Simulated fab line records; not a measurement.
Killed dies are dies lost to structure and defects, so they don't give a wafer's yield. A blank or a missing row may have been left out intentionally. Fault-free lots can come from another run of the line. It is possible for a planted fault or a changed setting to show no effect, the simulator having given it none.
fab line records	flow n5-finfet
record lots=10	wafers=29	last-day=17
route steps=1938 shown BEOL_M8@1347 PASSIVATION@1936
lots that met no fault: from a run of the same line without faults
start-h: hours from the record's first day to the start of the lot's first wafer shown	wait-h: hours since the lot's step before	" the same as in the row above	L1.1+2: a single row standing in for several wafers	- no value, or no start given	* or withheld: withheld	< > ~ a bound
route shown NAME@n: names a module that has steps shown in the file, with the first one's number in the route	usual: mean/standard deviation taken from wafers without a fault	same: alike in all rows	chamber/n: place in a boat	sites: readings site by site	_std_site: the values' standard deviation	_edge_site: mean of outer sites minus mean of inner sites	radius-mm: for every site, how far away it sits from the centre of the wafer	mask NAME#n: copy n	behind: the most recent tool/chamber to have shaped the wafer	hold: why the lot went on hold/how many hours it stayed there/how the hold came to an end	device: transistor that didn't switch, given as n, p or np	end of line: the same wafers' tests at the end of the route	for a step that has no rows: nothing shown but its recipe	killed: the dies lost at the first sort to structure and to defects; this is not the yield of the wafer	map: the dies of a wafer, with x for killed, . for not killed, _ for no die there
set.NAME: the setting as run; set.NAME@STEP: as run at that earlier step	model.NAME: the simulator's own value behind a step, which no gauge read
route steps across a sampled set of lots; one table per step, one row per wafer
services: from which hour (start-h, from the record's first day; less than 0 if before it) a tool's chamber was out of use, for how many hours, and why
## steps
# step N5_BEOL_M8_INSPECT_13
# recipe mode=adi	inspect-instrument=brightfield
# usual raw-defect-count=391/77
lot.wafer	tool	chamber	start-h	wait-h	raw-defect-count
L245.1	defect-inspect-01	-	200.17	0.0	434
L245.2	"	-	"	"	482
L245.3	"	-	"	"	491
L248.2	defect-inspect-02	-	216.74	0.0	388
L248.4	"	-	"	"	379
L248.6	"	-	"	"	369
L250.2	defect-inspect-02	-	232.58	0.0	337
L250.3	"	-	"	"	368
L250.6	"	-	"	"	518
L252.4	defect-inspect-01	-	240.38	0.0	483
L252.5	"	-	"	"	411
L252.6	"	-	"	"	430
L251.1	defect-inspect-01	-	242.15	0.0	283
L251.3	"	-	"	"	347
L251.6	"	-	"	"	322
L263.1	defect-inspect-01	-	310.31	0.0	391
L263.3	"	-	"	"	404
L263.4	"	-	"	"	416
L266.3	defect-inspect-02	-	326.11	0.0	414
L266.4	"	-	"	"	348
L266.6	"	-	"	"	387
L262.1	defect-inspect-01	-	328.01	0.0	449
L262.5	"	-	"	"	391
L265.2	defect-inspect-01	-	333.13	0.0	480
L265.4	"	-	"	"	404
L265.6	"	-	"	"	309
L268.4	defect-inspect-01	-	341.67	0.0	386
L268.5	"	-	"	"	341
L268.6	"	-	"	"	317
# step N5_BEOL_M8_ETCH_72
# recipe chemistry=N2/H2	target=underlayer	target-depth-a=65	mask-material=CAR-EUV	time-s=5.2	ion-energy-ev=200	pressure-mtorr=30	source-w=840	bias-w=150	n2-flow-sccm=200	h2-flow-sccm=200	ends=cleared
# usual drypump-motor-current-A=5.7/0.39	etch-rf-on-time-s=5.24/0.24	h2-flow-sccm=199.9/0.6	oes-product-au=0.69/0.085	rf-vpp-V=525.2/2.7	showerhead-plenum-p-Torr=2.59/0.099	throttle-valve-pct=17.80/0.25
lot.wafer	tool	chamber	start-h	wait-h	drypump-motor-current-A	etch-rf-on-time-s	h2-flow-sccm	oes-product-au	rf-hours-counter-h	rf-vpp-V	showerhead-plenum-p-Torr	throttle-valve-pct
L245.1	rie-diel-03	0	201.74	0.0	5.4	5.59	200.7	0.56	248	519.3	2.41	18.16
L245.2	"	3	"	"	6.0	5.20	200.6	0.72	77	525.7	2.57	17.64
L245.3	"	2	"	"	5.6	5.48	200.8	0.63	141	523.9	2.52	17.66
L248.2	rie-diel-03	2	219.07	0.0	5.6	5.64	200.9	0.61	150	525.2	2.51	17.69
L248.4	"	1	"	"	6.1	4.96	199.8	0.81	-	522.0	2.48	17.32
L248.6	"	2	"	"	5.6	5.53	200.9	0.62	-	521.7	2.51	17.69
L250.2	rie-diel-03	3	233.97	0.0	6.0	5.23	200.5	0.69	92	523.7	2.56	17.64
L250.3	"	0	"	"	5.4	5.27	200.9	0.82	3	529.7	2.73	17.71
L250.6	"	3	"	"	6.0	5.28	200.6	0.70	-	523.5	2.56	17.69
L252.4	rie-diel-03	2	241.82	0.0	5.6	5.59	199.9	0.60	-	522.8	2.51	17.71
L252.5	"	0	"	"	5.4	5.34	200.6	0.80	-	527.5	2.73	17.69
L252.6	"	3	"	"	6.0	5.11	218.9	0.68	-	522.4	2.62	18.35
L251.1	rie-diel-03	0	244.57	0.0	5.4	5.37	199.7	0.80	8	529.9	2.73	17.69
L251.3	"	3	"	"	6.0	5.18	220.3	0.70	97	525.5	2.62	18.31
L251.6	"	1	"	"	6.2	5.03	199.1	0.79	-	522.2	2.48	17.33
L263.1	rie-diel-02	3	313.67	0.0	6.4	5.04	200.3	0.69	128	523.6	2.57	17.92
L263.3	"	1	"	"	5.9	5.36	199.8	0.74	38	528.5	2.70	17.65
L263.4	"	2	"	"	5.3	4.99	199.7	0.70	68	530.8	2.70	18.02
L266.3	rie-diel-02	1	328.63	0.0	5.9	5.39	199.8	0.72	45	526.7	2.70	17.67
L266.4	"	3	"	"	6.4	5.08	199.5	0.67	135	525.6	2.57	17.93
L266.6	"	3	"	"	6.4	5.05	201.0	0.68	-	523.7	2.57	17.89
L262.1	rie-diel-03	2	329.38	0.0	5.6	5.42	199.1	0.59	196	524.1	2.49	17.78
L262.5	"	0	"	"	5.4	5.29	199.9	0.75	-	528.8	2.71	17.74
L265.2	rie-diel-02	3	336.90	0.0	6.4	5.09	199.1	0.66	137	525.1	2.57	17.92
L265.4	"	2	"	"	5.3	5.02	200.3	0.71	77	529.0	2.69	18.04
L265.6	"	2	"	"	5.3	5.01	200.7	0.71	-	527.2	2.69	18.04
L268.4	rie-diel-02	0	346.63	0.0	5.1	5.19	199.9	0.76	18	526.6	2.72	17.78
L268.5	"	2	"	"	5.3	4.92	200.1	0.71	-	527.0	2.69	18.07
L268.6	"	1	"	"	5.9	5.27	200.0	0.72	-	528.8	2.70	17.69
# step N5_BEOL_M8_ETCH_65
# recipe chemistry=CF4	target=SiARC	target-depth-a=156	mask-material=CAR-EUV	time-s=26	ion-energy-ev=80	pressure-mtorr=40	source-w=545	bias-w=36	Ar_flow_sccm=100	cf4-flow-sccm=100	ends=cleared
# usual drypump-motor-current-A=5.7/0.39	etch-rf-on-time-s=26.1/1.2	mfc-ar-sccm=100.0/0.3	oes-product-au=0.69/0.085	rf-vpp-V=184.7/1.2	showerhead-plenum-p-Torr=2.18/0.077	throttle-valve-pct=15.56/0.28
lot.wafer	tool	chamber	start-h	wait-h	drypump-motor-current-A	etch-rf-on-time-s	mfc-ar-sccm	oes-product-au	rf-hours-counter-h	rf-vpp-V	showerhead-plenum-p-Torr	throttle-valve-pct
L245.1	rie-diel-03	0	201.76	0.0	5.4	28.2	100.3	0.55	248	181.3	2.00	15.75
L245.2	"	3	"	"	6.0	26.4	100.3	0.71	77	183.8	2.18	15.49
L245.3	"	2	"	"	5.6	27.4	99.6	0.62	141	185.1	2.16	15.79
L248.2	rie-diel-03	2	219.09	0.0	5.6	26.9	100.2	0.63	150	183.6	2.16	15.82
L248.4	"	1	"	"	6.2	24.6	100.3	0.80	-	184.3	2.09	15.00
L248.6	"	2	"	"	5.6	27.3	100.3	0.62	-	183.9	2.16	15.82
L250.2	rie-diel-03	3	233.98	0.0	5.9	26.3	100.2	0.69	92	185.7	2.18	15.52
L250.3	"	0	"	"	5.4	27.0	100.0	0.82	3	185.5	2.25	15.26
L250.6	"	3	"	"	6.0	26.4	99.9	0.68	-	183.4	2.17	15.52
L252.4	rie-diel-03	2	241.84	0.0	5.6	27.3	99.5	0.61	-	183.3	2.16	15.83
L252.5	"	0	"	"	5.4	26.5	100.1	0.81	-	185.3	2.25	15.28
L252.6	"	3	"	"	6.0	26.5	100.1	0.69	-	184.0	2.17	15.54
L251.1	rie-diel-03	0	244.59	0.0	5.4	26.6	100.2	0.80	8	185.0	2.25	15.25
L251.3	"	3	"	"	6.0	26.5	100.3	0.69	97	183.3	2.17	15.54
L251.6	"	1	"	"	6.2	25.0	100.1	0.80	-	182.8	2.09	15.00
L263.1	rie-diel-02	3	313.69	0.0	6.4	25.6	100.3	0.67	128	185.3	2.15	15.52
L263.3	"	1	"	"	5.9	26.6	100.0	0.74	38	186.0	2.26	15.43
L263.4	"	2	"	"	5.3	24.6	99.5	0.72	68	183.4	2.28	15.74
L266.3	rie-diel-02	1	328.65	0.0	5.9	26.5	100.7	0.73	45	186.3	2.26	15.45
L266.4	"	3	"	"	6.4	25.3	99.3	0.67	135	183.7	2.15	15.53
L266.6	"	3	"	"	6.4	25.4	99.8	0.67	-	184.3	2.15	15.53
L262.1	rie-diel-03	2	329.40	0.0	5.6	27.3	100.3	0.60	196	184.0	2.15	15.90
L262.5	"	0	"	"	5.4	26.9	100.1	0.74	-	186.5	2.24	15.31
L265.2	rie-diel-02	3	336.91	0.0	6.4	25.1	100.0	0.67	137	183.8	2.15	15.55
L265.4	"	2	"	"	5.3	24.5	99.9	0.71	77	185.7	2.28	15.76
L265.6	"	2	"	"	5.3	24.2	100.0	0.72	-	186.6	2.28	15.74
L268.4	rie-diel-02	0	346.65	0.0	5.1	26.1	100.1	0.76	18	185.1	2.27	15.38
L268.5	"	2	"	"	5.3	24.5	99.7	0.71	-	185.0	2.28	15.76
L268.6	"	1	"	"	5.9	26.5	100.3	0.72	-	186.9	2.26	15.47
# step N5_BEOL_M8_VIA_ETCH_34
# recipe chemistry=C4F6/O2	target=SiCOH_lowk	target-depth-a=1255	mask-material=SOC	taper-deg=4	time-s=50.5	ion-energy-ev=250	pressure-mtorr=30	source-w=345	bias-w=185	Ar_flow_sccm=300	C4F6_flow_sccm=10	O2_flow_sccm=10
# usual drypump-motor-current-A=5.7/0.39	mfc-ar-sccm=300.0/0.84	oes-product-au=0.81/0.096	rf-vpp-V=674/21	showerhead-plenum-p-Torr=2.90/0.099	throttle-valve-pct=20.8/0.31
lot.wafer	tool	chamber	start-h	wait-h	drypump-motor-current-A	mfc-ar-sccm	oes-product-au	rf-hours-counter-h	rf-vpp-V	showerhead-plenum-p-Torr	throttle-valve-pct
L245.1	rie-diel-03	0	201.89	0.0	5.4	300.6	0.66	248	685	2.65	20.9
L245.2	"	3	"	"	6.0	298.9	0.83	77	677	2.89	20.8
L245.3	"	2	"	"	5.6	298.9	0.74	141	677	2.87	21.1
L248.2	rie-diel-03	2	219.21	0.0	5.6	299.8	0.73	150	677	2.87	21.1
L248.4	"	1	"	"	6.2	300.1	0.94	-	668	2.76	20.2
L248.6	"	2	"	"	5.6	297.9	0.74	-	679	2.87	21.1
L250.2	rie-diel-03	3	234.11	0.0	6.0	300.2	0.82	92	676	2.89	20.8
L250.3	"	0	"	"	5.4	300.3	0.96	3	697	2.98	20.5
L250.6	"	3	"	"	6.0	301.0	0.82	-	678	2.89	20.8
L252.4	rie-diel-03	2	241.98	0.0	5.6	298.9	0.71	-	678	2.87	21.1
L252.5	"	0	"	"	5.4	300.3	0.95	-	697	2.98	20.5
L252.6	"	3	"	"	6.0	299.9	0.81	-	676	2.89	20.8
L251.1	rie-diel-03	0	244.72	0.0	5.4	298.8	0.95	9	695	2.98	20.5
L251.3	"	3	"	"	6.0	300.9	0.82	97	676	2.88	20.8
L251.6	"	1	"	"	6.1	298.7	0.92	-	667	2.76	20.2
L263.1	rie-diel-02	3	313.82	0.0	6.4	301.0	0.79	128	680	2.91	21.1
L263.3	"	1	"	"	5.9	299.9	0.87	39	692	2.99	20.6
L263.4	"	2	"	"	5.3	299.8	0.83	68	649	3.03	21.1
L266.3	rie-diel-02	1	328.78	0.0	5.9	300.5	0.86	45	691	2.99	20.6
L266.4	"	3	"	"	6.4	301.1	0.79	135	678	2.90	21.1
L266.6	"	3	"	"	6.4	300.0	0.78	-	678	2.90	21.1
L262.1	rie-diel-03	2	329.53	0.0	5.6	299.3	0.70	196	677	2.85	21.2
L262.5	"	0	"	"	5.4	301.1	0.88	-	696	2.97	20.5
L265.2	rie-diel-02	3	337.04	0.0	6.4	299.9	0.77	137	680	2.90	21.1
L265.4	"	2	"	"	5.3	300.6	0.82	77	651	3.02	21.2
L265.6	"	2	"	"	5.3	301.1	0.82	-	651	3.02	21.1
L268.4	rie-diel-02	0	346.78	0.0	5.1	299.7	0.89	18	676	3.01	20.7
L268.5	"	2	"	"	5.3	300.4	0.81	-	650	3.02	21.2
L268.6	"	1	"	"	5.9	299.9	0.85	-	692	2.98	20.6
# step N5_PASSIVATION_PROBE_49
# usual defect-limited-yield=91.5/1.5	killed_at_M0_to_M3=33/9.9	killed_at_M4_up=14/5.2	killed-at-contacts=11/5.2	killed-at-front-end=38/10	killed-at-other=4/3.5	killed-dies=100/18	killed-on-rim=13/4.1	killed-open=66/14	killed-short=32/6.9	sort_bin_5_function=5.0/1	sort_bin_6_memory=3.1/0.69	sort-n-pass=1080/18	sort-yield-pct=91.5/1.5
# same gross-dies=1180	killed-at-back-side=0	sort_bin_4_leakage[%]=0	sort_bin_8_speed[%]=0
lot.wafer	tool	chamber	start-h	wait-h	defect-limited-yield[%]	killed_at_M0_to_M3	killed_at_M4_up	killed-at-contacts	killed-at-front-end	killed-at-other	killed-dies	killed-on-rim	killed-open	killed-short	sort_bin_5_function[%]	sort_bin_6_memory[%]	sort-n-pass	sort-yield-pct[%]
L245.1	prober-02	-	272.83	0.0	89.2	46	14	13	46	8	127	20	84	37	6.2	3.8	1053	89.2
L245.2	prober-02	-	272.88	0.1	89.9	20	34	17	44	4	119	21	89	29	5.9	3.8	1061	89.9
L245.3	prober-02	-	272.93	0.1	91.1	42	7	10	40	6	105	15	72	33	6.1	2.6	1075	91.1
L248.2	prober-01	-	292.70	0.1	93.4	35	8	13	18	4	78	7	51	26	4.2	2.2	1102	93.4
L248.4	prober-01	-	292.80	0.2	93.5	19	15	11	28	4	77	8	54	22	3.9	2.5	1103	93.5
L248.6	prober-01	-	292.90	0.3	89.7	38	5	17	59	2	121	23	73	47	5.9	3.8	1059	89.7
L250.2	prober-01	-	324.03	0.1	92.4	28	15	13	25	9	90	8	61	28	4.2	3.1	1090	92.4
L250.3	prober-01	-	324.08	0.1	93.1	14	12	14	30	11	81	13	49	28	4.9	1.7	1099	93.1
L250.6	prober-01	-	324.23	0.3	92.5	22	14	10	30	12	88	11	55	27	4.6	2.9	1092	92.5
L252.4	prober-02	-	324.38	0.2	90.8	30	13	5	52	8	108	16	67	34	5.3	2.8	1072	90.8
L252.5	prober-02	-	324.43	0.2	89.7	36	15	6	52	12	121	7	87	22	6.0	3.6	1059	89.7
L252.6	prober-02	-	324.48	0.3	90.6	38	20	7	38	8	111	21	66	44	5.5	3.7	1069	90.6
L251.1	prober-02	-	333.61	0.1	93.1	25	11	8	37	1	82	9	51	31	3.6	2.9	1098	93.1
L251.3	prober-02	-	333.71	0.2	91.3	31	15	12	44	1	103	8	68	29	5.1	2.9	1077	91.3
L251.6	prober-02	-	333.86	0.4	91.4	50	16	3	32	1	102	16	59	37	5.1	2.9	1078	91.4
L263.1	prober-01	-	387.14	0.0	92.6	35	17	11	20	4	87	9	68	19	4.2	3.1	1093	92.6
L263.3	prober-01	-	387.24	0.1	93.5	18	9	9	39	2	77	14	47	27	3.6	2.4	1103	93.5
L263.4	prober-01	-	387.29	0.2	93.6	15	13	6	37	4	75	9	44	27	3.6	2.2	1105	93.6
L266.3	prober-02	-	395.30	0.1	91.9	43	10	5	35	2	95	14	74	20	5.1	2.7	1085	91.9
L266.4	prober-02	-	395.35	0.2	91.7	45	20	11	22	0	98	11	63	33	4.7	3.4	1082	91.7
L266.6	prober-02	-	395.45	0.3	88.8	47	35	17	31	2	132	15	96	34	6.6	4.6	1048	88.8
L265.2	prober-01	-	404.13	0.1	90.2	48	12	4	44	8	116	21	79	31	4.8	4.2	1064	90.2
L265.4	prober-01	-	404.23	0.2	87.2	56	15	11	54	15	151	17	97	45	7.5	5.0	1029	87.2
L265.6	prober-01	-	404.33	0.3	90.8	45	13	6	41	4	109	17	66	33	4.8	3.1	1071	90.8
L262.1	prober-02	-	404.83	0.0	93.7	29	9	7	29	0	74	11	44	26	3.8	2.3	1106	93.7
L262.5	prober-02	-	405.03	0.2	91.9	32	19	8	34	3	96	9	63	31	4.6	2.8	1084	91.9
L268.4	prober-02	-	417.16	0.7	89.6	45	15	10	49	4	123	16	89	34	6.0	4.3	1057	89.6
L268.5	prober-02	-	417.21	0.8	92.5	32	17	9	30	0	88	14	54	34	4.0	3.2	1092	92.5
L268.6	prober-02	-	417.26	0.8	92.7	22	8	10	40	6	86	14	57	29	3.6	3.5	1094	92.7
# killed by level:class
L245.1 FIN_SAQP:geometric-particle:open=11 BEOL_M0_SAQP:geometric-particle:short=11 MOL_CONTACT_COAG:geometric-particle:open=11 BEOL_M1:geometric-particle:open=10 BEOL_M4:geometric-particle:open=9 FIN_SAQP:geometric-particle:short=8 BEOL_M3:geometric-particle:open=8 STI_FIN_REVEAL:geometric-particle:open=7
L245.2 BEOL_M4:geometric-particle:open=23 STI_FIN_REVEAL:geometric-particle:open=21 MOL_CONTACT_COAG:geometric-particle:open=14 BEOL_M3:geometric-particle:open=7 FIN_SAQP:geometric-particle:open=6 BEOL_M4:geometric-particle:short=5 STARTING-WAFER:geometric-particle:short=5 FIN_SAQP:geometric-particle:short=4
L245.3 BEOL_M3:geometric-particle:open=15 STI_FIN_REVEAL:geometric-particle:open=14 MOL_CONTACT_COAG:geometric-particle:open=10 BEOL_M0_SAQP:geometric-particle:short=9 GATE_CUT:geometric-particle:short=7 BEOL_M0_SAQP:geometric-particle:open=6 STI_FIN_REVEAL:geometric-particle:short=5 BEOL_M2:geometric-particle:open=5
L248.2 MOL_CONTACT_COAG:geometric-particle:open=11 BEOL_M2:geometric-particle:open=10 BEOL_M0_SAQP:geometric-particle:open=8 BEOL_M0_SAQP:geometric-particle:short=7 STI_FIN_REVEAL:geometric-particle:open=5 BEOL_M4:geometric-particle:open=4 BEOL_M2:geometric-particle:short=3 FIN_SAQP:geometric-particle:short=3
L248.4 MOL_CONTACT_COAG:geometric-particle:open=8 BEOL_M0_SAQP:geometric-particle:open=6 FIN_SAQP:geometric-particle:short=4 FIN_SAQP:geometric-particle:open=4 STI_FIN_REVEAL:geometric-particle:open=4 GATE_CUT:geometric-particle:open=4 BEOL_M2:geometric-particle:open=4 BEOL_M7:geometric-particle:open=4
L248.6 STI_FIN_REVEAL:geometric-particle:open=19 MOL_CONTACT_COAG:geometric-particle:open=16 BEOL_M0_SAQP:geometric-particle:short=16 BEOL_M0_SAQP:geometric-particle:open=12 FIN_SAQP:geometric-particle:short=10 FIN_SAQP:geometric-particle:open=8 GATE_CUT:geometric-particle:short=6 GATE_CUT:geometric-particle:open=4
L250.2 MOL_CONTACT_COAG:geometric-particle:open=11 BEOL_M1:geometric-particle:open=9 STI_FIN_REVEAL:geometric-particle:open=6 MIM_TOP_ETCH:geometric-particle:short=6 BEOL_M0_SAQP:geometric-particle:open=4 BEOL_M2:geometric-particle:open=4 BEOL_M4:geometric-particle:open=4 STARTING-WAFER:geometric-particle:short=4
L250.3 MOL_CONTACT_COAG:geometric-particle:open=11 BEOL_M0_SAQP:geometric-particle:short=6 DUMMY_GATE:geometric-particle:open=5 GATE_CUT:geometric-particle:short=5 BEOL_M4:geometric-particle:open=5 STARTING-WAFER:geometric-particle:open=4 PASSIVATION:area-etch=4 FIN_SAQP:geometric-particle:open=3
L250.6 FIN_SAQP:geometric-particle:open=9 MOL_CONTACT_COAG:geometric-particle:open=9 BEOL_M0_SAQP:geometric-particle:open=7 BEOL_M0_SAQP:geometric-particle:short=4 BEOL_M2:geometric-particle:open=4 BEOL_M4:geometric-particle:open=4 MIM_TOP_ETCH:geometric-particle:open=4 PASSIVATION:area-etch=4
L252.4 BEOL_M3:geometric-particle:open=10 DUMMY_GATE:geometric-particle:open=9 FIN_SAQP:geometric-particle:short=8 BEOL_M0_SAQP:geometric-particle:short=7 HKMG_FIN:area-etch=7 FIN_SAQP:geometric-particle:open=6 MOL_CONTACT_COAG:geometric-particle:open=5 BEOL_M0_SAQP:geometric-particle:open=5
L252.5 FIN_SAQP:geometric-particle:open=18 BEOL_M3:geometric-particle:open=16 STI_FIN_REVEAL:geometric-particle:open=9 PASSIVATION:area-etch=7 FIN_SAQP:geometric-particle:short=6 BEOL_M0_SAQP:geometric-particle:open=6 BEOL_M1:geometric-particle:open=6 MOL_CONTACT_COAG:geometric-particle:open=5
L252.6 BEOL_M3:geometric-particle:open=12 GATE_CUT:geometric-particle:short=8 BEOL_M0_SAQP:geometric-particle:short=7 ILD0:geometric-particle:short=6 BEOL_M5:geometric-particle:open=6 FIN_SAQP:geometric-particle:open=5 ILD0:geometric-particle:open=5 MOL_CONTACT_COAG:geometric-particle:open=5
L251.1 FIN_SAQP:geometric-particle:open=9 BEOL_M0_SAQP:geometric-particle:short=7 FIN_SAQP:geometric-particle:short=6 MOL_CONTACT_COAG:geometric-particle:open=6 BEOL_M0_SAQP:geometric-particle:open=6 BEOL_M3:geometric-particle:open=6 GATE_CUT:geometric-particle:short=5 STI_FIN_REVEAL:geometric-particle:open=4
L251.3 FIN_SAQP:geometric-particle:open=14 MOL_CONTACT_COAG:geometric-particle:open=12 BEOL_M4:geometric-particle:open=12 BEOL_M0_SAQP:geometric-particle:short=9 FIN_SAQP:geometric-particle:short=7 DUMMY_GATE:geometric-particle:open=6 BEOL_M0_SAQP:geometric-particle:open=6 HKMG_FIN:area-etch=6
L251.6 BEOL_M0_SAQP:geometric-particle:open=26 BEOL_M0_SAQP:geometric-particle:short=22 FIN_SAQP:geometric-particle:open=9 BEOL_M4:geometric-particle:open=7 HKMG_FIN:area-etch=6 FIN_SAQP:geometric-particle:short=5 STI_FIN_REVEAL:geometric-particle:open=4 ILD0:geometric-particle:short=3
L263.1 BEOL_M1:geometric-particle:open=17 MOL_CONTACT_COAG:geometric-particle:open=9 BEOL_M4:geometric-particle:open=7 BEOL_M0_SAQP:geometric-particle:open=6 STI_FIN_REVEAL:geometric-particle:open=5 FIN_SAQP:geometric-particle:open=4 BEOL_M0_SAQP:geometric-particle:short=4 BEOL_M3:geometric-particle:open=4
L263.3 FIN_SAQP:geometric-particle:open=8 FIN_SAQP:geometric-particle:short=8 MOL_CONTACT_COAG:geometric-particle:open=7 BEOL_M3:geometric-particle:open=6 BEOL_M4:geometric-particle:open=5 STI_FIN_REVEAL:geometric-particle:open=4 DUMMY_GATE:geometric-particle:open=4 BEOL_M2:geometric-particle:open=4
L263.4 FIN_SAQP:geometric-particle:short=15 BEOL_M2:geometric-particle:open=6 STARTING-WAFER:geometric-particle:open=5 STI_FIN_REVEAL:geometric-particle:open=4 DUMMY_GATE:geometric-particle:open=4 MOL_CONTACT_COAG:geometric-particle:open=4 BEOL_M8:geometric-particle:open=4 FIN_SAQP:geometric-particle:open=3
L266.3 BEOL_M0_SAQP:geometric-particle:open=9 BEOL_M2:geometric-particle:open=9 STI_FIN_REVEAL:geometric-particle:open=6 BEOL_M0_SAQP:geometric-particle:short=6 BEOL_M1:geometric-particle:open=6 FIN_SAQP:geometric-particle:open=5 DUMMY_GATE:geometric-particle:open=5 GATE_CUT:geometric-particle:short=5
L266.4 BEOL_M0_SAQP:geometric-particle:open=14 BEOL_M4:geometric-particle:open=11 BEOL_M0_SAQP:geometric-particle:short=10 MOL_CONTACT_COAG:geometric-particle:open=8 BEOL_M1:geometric-particle:open=7 STI_FIN_REVEAL:geometric-particle:open=6 GATE_CUT:geometric-particle:short=4 FIN_SAQP:geometric-particle:short=4
L266.6 BEOL_M4:geometric-particle:open=18 MOL_CONTACT_COAG:geometric-particle:open=16 BEOL_M1:geometric-particle:open=12 FIN_SAQP:geometric-particle:open=10 BEOL_M0_SAQP:geometric-particle:short=10 BEOL_M0_SAQP:geometric-particle:open=8 BEOL_M2:geometric-particle:open=5 STI_FIN_REVEAL:geometric-particle:open=4
L265.2 BEOL_M0_SAQP:geometric-particle:open=14 BEOL_M0_SAQP:geometric-particle:short=10 BEOL_M3:geometric-particle:open=10 STI_FIN_REVEAL:geometric-particle:open=9 DUMMY_GATE:geometric-particle:open=8 HKMG_FIN:area-etch=6 BEOL_M2:geometric-particle:open=5 FIN_SAQP:geometric-particle:open=4
L265.4 BEOL_M0_SAQP:geometric-particle:short=15 STI_FIN_REVEAL:geometric-particle:open=14 BEOL_M0_SAQP:geometric-particle:open=14 FIN_SAQP:geometric-particle:open=12 BEOL_M3:geometric-particle:open=11 MOL_CONTACT_COAG:geometric-particle:open=10 PASSIVATION:area-etch=9 BEOL_M2:geometric-particle:open=8
L265.6 BEOL_M0_SAQP:geometric-particle:open=16 BEOL_M3:geometric-particle:open=10 BEOL_M0_SAQP:geometric-particle:short=10 BEOL_M4:geometric-particle:open=7 HKMG_FIN:area-etch=7 FIN_SAQP:geometric-particle:open=6 STI_FIN_REVEAL:geometric-particle:open=5 STARTING-WAFER:geometric-particle:short=5
L262.1 BEOL_M0_SAQP:geometric-particle:short=9 STI_FIN_REVEAL:geometric-particle:open=8 MOL_CONTACT_COAG:geometric-particle:open=6 BEOL_M0_SAQP:geometric-particle:open=6 FIN_SAQP:geometric-particle:open=5 BEOL_M2:geometric-particle:open=5 STI_FIN_REVEAL:geometric-particle:short=4 BEOL_M0:geometric-particle:open=4
L262.5 STI_FIN_REVEAL:geometric-particle:open=12 BEOL_M2:geometric-particle:open=11 BEOL_M4:geometric-particle:open=8 BEOL_M0_SAQP:geometric-particle:short=7 FIN_SAQP:geometric-particle:short=5 DUMMY_GATE:geometric-particle:open=5 MOL_CONTACT_COAG:geometric-particle:open=5 GATE_CUT:geometric-particle:short=4
L268.4 BEOL_M2:geometric-particle:open=15 BEOL_M3:geometric-particle:open=11 STI_FIN_REVEAL:geometric-particle:open=10 FIN_SAQP:geometric-particle:open=9 MOL_CONTACT_COAG:geometric-particle:open=9 FIN_SAQP:geometric-particle:short=8 BEOL_M4:geometric-particle:open=7 BEOL_M0_SAQP:geometric-particle:short=5
L268.5 FIN_SAQP:geometric-particle:short=12 FIN_SAQP:geometric-particle:open=8 MOL_CONTACT_COAG:geometric-particle:open=8 BEOL_M0_SAQP:geometric-particle:short=8 BEOL_M2:geometric-particle:open=6 BEOL_M0_SAQP:geometric-particle:open=5 BEOL_M1:geometric-particle:open=5 BEOL_M4:geometric-particle:short=4
L268.6 STI_FIN_REVEAL:geometric-particle:open=8 GATE_CUT:geometric-particle:short=8 MOL_CONTACT_COAG:geometric-particle:open=6 GATE_CUT:geometric-particle:open=5 FIN_SAQP:geometric-particle:open=4 FIN_SAQP:geometric-particle:short=4 BEOL_M4:geometric-particle:open=4 MOL_CONTACT_COAG:geometric-particle:short=4
## services
tool	chamber	start-h	hours	kind
rie-diel-03	0	206.91	-	clean
rie-diel-03	0	206.91	-	consumable-replace:focus-ring
rie-diel-03	0	206.91	-	consumable-replace:showerhead
rie-diel-03	0	206.91	19.3	scheduled-down
rie-diel-03	0	206.91	19.3	vent-cycle
rie-diel-02	0	261.01	-	clean
rie-diel-02	0	261.01	-	consumable-replace:focus-ring
rie-diel-02	0	261.01	-	consumable-replace:showerhead
rie-diel-02	0	261.01	24.3	scheduled-down
rie-diel-02	0	261.01	24.3	vent-cycle
rie-diel-03	3	269.14	2.9	repair
rie-diel-03	0	276.55	9.1	repair
rie-diel-03	0	288.37	9.7	repair
rie-diel-02	-	297.79	0.4	repair
rie-diel-03	3	317.24	16.4	repair
rie-diel-02	0	318.32	7.6	repair
## key
first-sign step=N5_BEOL_M8_ETCH_72	reading=h2-flow-sccm	direction=up	sigmas=33	usual=199.9	struck=219.6
effect none on later readings
met-at N5_BEOL_M8_ETCH_72
struck-lots L251,L252
struck-wafers L251.3,L252.6
not-acting-at N5_BEOL_M8_INSPECT_13,N5_BEOL_M8_ETCH_65,N5_BEOL_M8_VIA_ETCH_34
onset-between 233.97 241.82
fault kind=process-parameter-drift	tool=rie-diel-03	chamber=3	onset-h=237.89	steps=N5_BEOL_M8_ETCH_72	channel=h2-flow-sccm	offset=20	shape=step	end-h=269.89	acts-in=these-recipes-only	stated=200
